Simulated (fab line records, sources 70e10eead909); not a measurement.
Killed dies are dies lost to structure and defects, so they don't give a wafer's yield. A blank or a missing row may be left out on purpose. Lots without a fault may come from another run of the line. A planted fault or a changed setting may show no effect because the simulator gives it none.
Chamber matching | flow nand_harc | NHARC_A_CONTACT_DEP_85 on pecvd-04: 3 sister chambers
The step deposits SiON, target thk 50 nm. 14 wafers are shown with their chamber, then 7 later ones without.

WAFERS WITH THEIR CHAMBER
wafer  | chamber | heater_power_w (W)
L077.1 | 2       | 644
L077.5 | 2       | 637
L077.6 | 1       | 765
L079.1 | 2       | 600
L079.2 | 1       | 720
L079.3 | 0       | 673
L079.4 | 2       | 612
L079.5 | 1       | 738
L079.6 | 0       | 681
L080.2 | 1       | 684
L080.5 | 0       | 708
L080.6 | 2       | 556
L084.1 | 1       | 698
L084.4 | 1       | 699

SIGNATURES (means of the wafers above)
reading        | chamber 0 | chamber 1 | chamber 2 | scatter within a chamber
heater_power_w | 687.33    | 717.33    | 609.80    | 30.3
Rule: a wafer's distance from a chamber is the root of the sum, over the readings, of the square of ((its reading less the chamber's mean) divided by the reading's scatter). The wafer belongs to the nearest chamber; if the next one is less than 2 further off, it can't be placed. The scatter: the root of (the sum of the squares of (reading less its chamber's mean) over the shown wafers, divided by (wafers less chambers)).

WAFERS WITHOUT THEIR CHAMBER
wafer  | heater_power_w (W)
L084.6 | 524
L089.3 | 686
L089.4 | 588
L089.6 | 685
L087.1 | 684
L087.4 | 569
L087.6 | 683

WHICH CHAMBER EACH WENT THROUGH
wafer  | from the rows above     | in truth
L084.6 | 2                       | 2
L089.3 | can't be placed: 0 or 1 | 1
L089.4 | 2                       | 2
L089.6 | can't be placed: 0 or 1 | 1
L087.1 | can't be placed: 0 or 1 | 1
L087.4 | 2                       | 2
L087.6 | can't be placed: 0 or 1 | 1
Placed correctly: 3 of 7. Can't be placed from these rows: 4 (the true chamber is among the candidates in 4). Placed wrongly: 0.
